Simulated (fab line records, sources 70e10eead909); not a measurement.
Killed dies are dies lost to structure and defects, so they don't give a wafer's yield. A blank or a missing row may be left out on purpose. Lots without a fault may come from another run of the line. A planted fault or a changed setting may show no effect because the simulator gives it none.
Chamber matching | flow nand_harc | NHARC_A_CHANNEL_FILL_D1_ALD_02 on ald_hk-04: 4 sister chambers
The step deposits SiO2, target thk 6 nm, pulse time 10 s, ald cycles 60. 4 wafers are shown with their chamber, then 7 later ones without.

WAFERS WITH THEIR CHAMBER
wafer  | chamber | heater_power_outer_w (W)
L084.4 | 3       | 273
L087.6 | 1       | 267
L086.1 | 2       | 259
L086.3 | 0       | 201

WAFERS WITHOUT THEIR CHAMBER
wafer  | heater_power_outer_w (W)
L086.5 | 267
L095.2 | 264
L095.4 | 195
L095.5 | 268
L096.1 | 264
L096.4 | 199
L096.5 | 263

WHICH CHAMBER EACH WENT THROUGH
wafer  | from the rows above          | in truth
L086.5 | can't be placed: 1 or 3      | 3
L095.2 | can't be placed: 1 or 2 or 3 | 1
L095.4 | 0                            | 0
L095.5 | can't be placed: 1 or 3      | 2
L096.1 | can't be placed: 1 or 2 or 3 | 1
L096.4 | 0                            | 0
L096.5 | can't be placed: 1 or 2 or 3 | 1
Placed correctly: 2 of 7. Can't be placed from these rows: 5 (the true chamber is among the candidates in 4). Placed wrongly: 0.
How it was worked out, from the rows above alone: a wafer's distance from a chamber is the root of the sum, over the readings, of the square of ((its reading less the chamber's mean) divided by the reading's scatter). The wafer belongs to the nearest chamber; if the next one is less than 2 further off, it can't be placed. A chamber's mean is the mean of its shown wafers. The scatter: with one shown wafer a chamber, the root of the mean of the squares of how far each hidden wafer lies from its nearest shown one.
